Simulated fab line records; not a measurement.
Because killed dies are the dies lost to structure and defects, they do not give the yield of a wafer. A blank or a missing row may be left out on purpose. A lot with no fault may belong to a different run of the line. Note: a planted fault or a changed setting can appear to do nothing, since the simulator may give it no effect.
fab line records | flow nand-harc | part 2 of 2: steps 5 to 6 of 6
record: lots: 21 wafers: 63 last-day: 24
route steps=1159 shown A_STAIRCASE@591
lots that met no fault: from a run of the same line without faults
start-h: hours from the record's opening day to when the first of the lot's shown wafers began | wait-h: hours elapsed since this lot's preceding step | " identical to the entry in the row above | L1.1+2: one row covering several wafers at once | - no value, or no start was given | * or withheld: withheld | < > ~ a bound
route shown NAME@n: NAME is a module with steps in the file, n the number in the route of the first one | usual: mean/standard deviation of fault-free wafers | same: alike in all rows | chamber/n: place in a boat | sites: the reading at each site | _std_site: how widely they spread, as a standard deviation | _edge_site: the outer-site mean with the inner-site mean subtracted | radius-mm: how far each site lies from the wafer's centre | mask NAME#n: copy n | behind: the most recent tool/chamber to have shaped the wafer | hold: cause of the lot's hold/its duration in hours/its outcome | device: which transistor (n, p or np) failed to switch | end of line: the tests these same wafers got at the end of their route | a step without rows: its recipe alone | killed: dies lost to structure and defects at the first sort, not the wafer's yield | map: dies across one wafer; x = killed, . = not, _ = none there
set.NAME: the run value of the setting; set.NAME@STEP: its run value at that earlier step | model.NAME: the simulator's own value behind a step, which no gauge read
steps of the route over a sample of lots; a table a step, a row a wafer
services: when a tool's chamber went out of use (start-h, in hours from the record's first day, below 0 if earlier), for how many hours, and the reason
== steps ==
step: NHARC_A_STAIRCASE_ETCH_313
recipe: cf4-flow-sccm: 100 chf3-flow-sccm: 30 ar-flow-sccm: 0 rf-w: 500 bias-w: 200 chemistry: CF4/CHF3
usual: drypump-motor-current-A: 5.7/0.54 mfc-ar-sccm: 0.016/0.014 oes-product-au: 0.934/0.018 rf-vpp-V: 370.6/2.9 showerhead-plenum-p-Torr: 1.58/0.083 throttle-valve-pct: 16.800/0.0087
columns lot.wafer tool chamber start-h wait-h drypump-motor-current-A mfc-ar-sccm oes-product-au rf-hours-counter-h rf-vpp-V showerhead-plenum-p-Torr throttle-valve-pct
L075.4 rie-diel-01 1 271.75 0.1 5.7 0 0.924 46 370.2 1.59 16.793
L075.3 " 3 " " 6.2 0.026 0.922 44 373.1 1.65 16.786
L075.5 " 1 " " 5.7 0 0.924 - 371.3 1.59 16.801
L076.2 rie-diel-12 2 273.57 0.1 4.9 0.014 0.973 23 366.8 1.47 16.813
L076.6 " 2 " " 4.9 0.014 0.977 - 365.9 1.47 16.793
L076.5 " 3 " " 5.4 0 0.987 - 374.2 1.69 16.807
L079.3 rie-diel-01 0 284.54 0.1 6.3 0.021 0.976 50 367.7 1.47 16.808
L079.2 " 1 " " 5.6 0 0.957 50 371.8 1.59 16.805
L079.6 " 1 " " 5.7 0 0.960 - 369.9 1.59 16.782
L080.1 rie-diel-12 3 286.72 0.1 5.3 0 0.938 27 375.2 1.69 16.794
L080.6 " 0 " " 5.6 0.028 0.924 - 374.3 1.69 16.828
L080.5 " 1 " " 5.2 0.006 0.926 - 372.8 1.65 16.790
L078.3 rie-diel-10 0 287.26 0.1 5.6 0 0.919 43 368.8 1.53 16.809
L078.4 " 1 " " 5.8 0.016 0.921 40 367.6 1.48 16.803
L078.5 " 3 " " 5.0 0.029 0.929 - 369.6 1.55 16.789
L081.1 rie-diel-01 2 298.38 0.1 6.6 0.044 0.917 53 370.5 1.57 16.810
L081.2 " 1 " " 5.7 0 0.928 53 371.0 1.59 16.820
L081.6 " 2 " " 6.6 0.044 0.916 - 371.1 1.57 16.813
L083.4 rie-diel-12 3 311.64 0.1 5.3 0 0.933 37 376.3 1.69 16.794
L083.2 " 0 " " 5.6 0.028 0.921 39 374.0 1.69 16.807
L083.3 " 1 " " 5.2 0.006 0.934 38 374.2 1.65 16.801
L082.2 rie-diel-01 3 312.57 0.1 6.3 0.026 0.942 58 372.8 1.64 16.809
L082.4 " 0 " " 6.3 0.021 0.953 58 364.9 1.47 16.808
L082.6 " 1 " " 5.7 0 0.955 - 371.9 1.59 16.800
L084.1 rie-diel-10 1 323.34 0.1 5.9 0.016 0.928 53 367.0 1.48 16.790
L084.6 " 0 " " 5.6 0 0.929 - 370.3 1.53 16.813
L084.5 " 1 " " 5.9 0.016 0.924 - 368.9 1.48 16.779
L085.1 rie-diel-01 3 334.57 0.1 6.2 0.026 0.944 6 373.4 1.64 16.801
L085.5 " 0 " " 6.4 0.021 0.954 - 367.3 1.46 16.789
L085.6 " 1 " " 5.7 0 0.947 - 371.4 1.59 16.793
L087.3 rie-diel-12 0 334.85 0.1 5.5 0.028 0.922 49 374.5 1.69 16.794
L087.2 " 1 " " 5.2 0.006 0.933 46 373.8 1.64 16.806
L087.5 " 2 " " 4.8 0.014 0.929 - 366.2 1.46 16.795
L086.3 rie-diel-10 3 335.02 0.1 5.0 0.029 0.920 48 369.5 1.55 16.798
L086.2 " 0 " " 5.6 0 0.930 58 370.4 1.53 16.805
L086.5 " 0 " " 5.6 0 0.927 - 368.4 1.53 16.792
L089.3 rie-diel-01 2 354.45 0.1 6.6 0.044 0.936 14 370.0 1.57 16.787
L089.2 " 3 " " 6.3 0.026 0.927 14 373.8 1.64 16.799
L089.5 " 2 " " 6.6 0.044 0.930 - 370.2 1.57 16.790
L090.3 rie-diel-12 0 358.98 0.2 5.5 0.028 0.938 58 374.1 1.69 16.799
L090.1 " 1 " " 5.2 0.006 0.926 57 373.0 1.64 16.804
L090.5 " 3 " " 5.4 0 0.927 - 375.2 1.69 16.789
L091.1 rie-diel-01 1 360.01 0.1 5.7 0 0.932 17 370.8 1.59 16.787
L091.5 " 1 " " 5.7 0 0.924 - 372.7 1.59 16.793
L091.6 " 2 " " 6.6 0.044 0.922 - 371.2 1.57 16.808
L092.4 rie-diel-12 3 364.98 0.1 5.3 0 0.928 58 373.9 1.68 16.792
L092.1 " 0 " " 5.5 0.028 0.922 61 375.2 1.68 16.808
L092.6 " 0 " " 5.6 0.028 0.925 - 374.2 1.68 16.799
L093.3 rie-diel-01 2 365.20 0.1 6.6 0.044 0.931 19 371.3 1.56 16.800
L093.2 " 1 " " 5.7 0 0.935 20 370.4 1.59 16.798
L093.6 " 3 " " 6.2 0.026 0.926 - 373.9 1.64 16.807
L095.3 rie-diel-10 3 376.66 0.1 4.9 0.029 0.922 3 369.3 1.54 16.800
L095.6 " 1 " " 5.9 0.016 0.915 - 367.4 1.48 16.811
L095.5 " 2 " " 5.3 0 0.923 - 367.9 1.48 16.798
L096.1 rie-diel-01 3 378.20 0.1 6.3 0.026 0.935 23 372.2 1.64 16.814
L096.3 " 0 " " 6.3 0.021 0.919 23 366.4 1.46 16.806
L096.2 " 2 " " 6.7 0.044 0.928 22 370.5 1.56 16.799
L094.3 rie-diel-10 2 379.75 0.1 5.3 0 0.931 7 369.5 1.48 16.794
L094.1 " 3 " " 4.9 0.029 0.921 5 370.5 1.54 16.806
L094.5 " 2 " " 5.3 0 0.931 - 367.5 1.48 16.806
L097.3 rie-diel-10 0 403.82 0.1 5.6 0 0.925 14 368.5 1.52 16.788
L097.2 " 2 " " 5.3 0 0.926 16 367.2 1.48 16.796
L097.5 " 0 " " 5.6 0 0.921 - 369.6 1.52 16.820
step: NHARC_A_STAIRCASE_STRIP_475
recipe: time-s: 20 o2-flow-sccm: 500 ar-flow-sccm: 0 bias-w: 0 chemistry: O2
usual: drypump-motor-current-A: 5.6/0.52 mfc-ar-sccm: 0.014/0.014 oes-product-au: 1.000/0.0069 rf-vpp-V: 57.7/0.88 showerhead-plenum-p-Torr: 3.51/0.18 throttle-valve-pct: 17.036/0.0085
columns lot.wafer tool chamber start-h wait-h drypump-motor-current-A mfc-ar-sccm oes-product-au rf-hours-counter-h rf-vpp-V showerhead-plenum-p-Torr throttle-valve-pct
L075.4 rie-diel-01 0 - - 6.4 0.021 1.002 58 56.9 3.29 17.039
L075.3 " 2 " " 6.6 0.044 0.995 58 57.8 3.52 17.029
L075.5 " 0 " " 6.4 0.021 0.991 - 56.9 3.29 17.026
L076.2 rie-diel-01 1 - - 5.7 0 0.996 59 57.0 3.57 17.042
L076.6 " 3 " " 6.3 0.026 1.014 - 57.2 3.68 17.040
L076.5 " 0 " " 6.4 0.021 1.004 - 56.9 3.29 17.035
L080.1 rie-diel-10 1 - - 5.8 0.016 0.997 57 56.1 3.32 17.031
L080.5 " 3 " " 5.0 0.029 1.006 - 57.8 3.47 17.030
L080.6 " 0 " " 5.6 0 1.001 - 58.2 3.43 17.023
L078.3 rie-diel-10 0 - - 5.6 0 0.999 56 57.7 3.43 17.047
L078.4 " 3 " " 5.0 0.029 1.001 46 57.7 3.47 17.047
L078.5 " 0 " " 5.6 0 0.995 - 58.1 3.43 17.042
L079.2 rie-diel-01 1 - - 5.7 0 0.997 4 58.5 3.56 17.034
L079.3 " 3 " " 6.2 0.026 0.989 4 58.4 3.68 17.045
L079.6 " 1 " " 5.7 0 1.003 - 57.7 3.56 17.021
L081.2 rie-diel-12 2 - - 4.8 0.014 0.994 48 56.5 3.28 17.047
L081.1 " 0 " " 5.5 0.028 1.007 54 59.3 3.78 17.023
L081.6 " 2 " " 4.8 0.014 0.994 - 56.8 3.28 17.039
L083.2 rie-diel-12 1 - - 5.2 0.006 1.008 56 58.5 3.68 17.043
L083.4 " 2 " " 4.8 0.014 1.002 52 57.1 3.28 17.042
L083.3 " 3 " " 5.4 0 0.998 54 58.0 3.78 17.016
L082.2 rie-diel-01 2 - - 6.6 0.044 1.009 15 58.1 3.51 17.020
L082.4 " 3 " " 6.3 0.026 0.992 16 56.9 3.67 17.031
L082.6 " 2 " " 6.6 0.044 0.999 - 55.9 3.51 17.029
L084.1 rie-diel-10 3 368.86 0.2 5.0 0.029 0.998 2 58.7 3.46 17.036
L084.5 " 3 " " 5.0 0.029 1.013 - 59.1 3.46 17.044
L084.6 " 2 " " 5.3 0 1.013 - 57.3 3.33 17.024
L086.2 rie-diel-10 0 - - 5.6 0 1.010 6 57.2 3.42 17.046
L086.3 " 2 " " 5.3 0 0.998 8 57.1 3.33 17.036
L086.5 " 1 " " 5.9 0.016 0.986 - 57.4 3.31 17.032
L085.1 rie-diel-10 0 - - 5.6 0 1.001 6 56.9 3.42 17.029
L085.5 " 2 " " 5.3 0 1.002 - 57.5 3.33 17.040
L085.6 " 3 " " 5.0 0.029 0.995 - 57.9 3.46 17.033
L087.3 rie-diel-10 1 - - 5.8 0.016 1.000 8 57.9 3.31 17.035
L087.2 " 2 " " 5.3 0 0.999 8 57.0 3.33 17.039
L087.5 " 0 " " 5.6 0 1.003 - 58.7 3.42 17.058
L089.2 rie-diel-12 1 - - 5.2 0.006 0.992 3 56.6 3.67 17.044
L089.3 " 2 " " 4.9 0.014 1.006 3 57.6 3.81 17.041
L089.5 " 0 " " 5.6 0.028 0.994 - 57.4 3.77 17.038
L090.3 rie-diel-12 2 - - 4.8 0.014 1.010 5 57.2 3.80 17.035
L090.1 " 3 " " 5.3 0 1.005 5 59.2 3.77 17.016
L090.5 " 3 " " 5.4 0 1.011 - 59.4 3.77 17.038
L091.1 rie-diel-01 3 - - 6.3 0.026 0.997 36 56.8 3.66 17.037
L091.6 " 3 " " 6.3 0.026 0.996 - 58.2 3.66 17.036
L091.5 " 0 " " 6.3 0.021 0.988 - 56.8 3.27 17.024
L092.1 rie-diel-10 0 - - 5.6 0 0.995 15 57.3 3.42 17.031
L092.4 " 2 " " 5.3 0 0.996 18 57.9 3.32 17.043
L092.6 " 1 " " 5.8 0.016 0.996 - 56.2 3.31 17.040
L093.3 rie-diel-10 2 - - 5.3 0 1.008 18 56.6 3.32 17.043
L093.2 " 0 " " 5.6 0 1.007 15 57.4 3.42 17.027
L093.6 " 2 " " 5.3 0 1.005 - 56.3 3.32 17.036
L095.3 rie-diel-10 2 - - 5.3 0 1.007 22 56.5 3.32 17.041
L095.6 " 3 " " 5.0 0.029 1.005 - 57.8 3.45 17.033
L095.5 " 0 " " 5.6 0 1.011 - 58.0 3.41 17.035
L094.1 rie-diel-10 2 - - 5.3 0 0.995 22 56.3 3.32 17.022
L094.3 " 1 " " 5.9 0.016 0.999 21 56.8 3.31 17.036
L094.5 " 2 " " 5.3 0 0.985 - 57.3 3.32 17.046
L096.3 rie-diel-12 2 - - 4.8 0.014 0.997 10 59.2 3.80 17.047
L096.2 " 3 " " 5.4 0 1.006 10 57.8 3.77 17.025
L096.1 " 0 " " 5.6 0.028 1.005 12 57.0 3.76 17.047
L097.3 rie-diel-12 0 - - 5.6 0.028 1.006 24 58.2 3.76 17.043
L097.2 " 1 " " 5.2 0.006 1.004 24 57.5 3.66 17.034
L097.5 " 3 " " 5.4 0 1.006 - 57.7 3.76 17.023
== services ==
columns tool chamber start-h hours kind
rie-diel-10 0 235.21 - clean
rie-diel-10 1 235.21 - clean
rie-diel-10 2 235.21 - clean
rie-diel-10 3 235.21 - clean
rie-diel-10 0 259.71 - clean
rie-diel-10 1 259.71 - clean
rie-diel-10 2 259.71 - clean
rie-diel-10 3 259.71 - clean
rie-diel-10 0 284.21 - clean
rie-diel-10 1 284.21 - clean
rie-diel-10 2 284.21 - clean
rie-diel-10 3 284.21 - clean
rie-diel-12 2 285.43 4.8 repair
rie-diel-10 0 308.71 - clean
rie-diel-10 1 308.71 - clean
rie-diel-01 - 314.99 9.0 pm
rie-diel-12 3 334.04 1.7 repair
rie-diel-10 - 354.21 9.0 pm
rie-diel-10 0 368.20 1.4 repair
rie-diel-01 - 370.63 0.4 repair
rie-diel-12 - 379.62 9.0 pm
rie-diel-10 2 425.16 2.2 repair
rie-diel-01 - 437.94 0.2 repair
rie-diel-10 2 445.18 28.2 repair
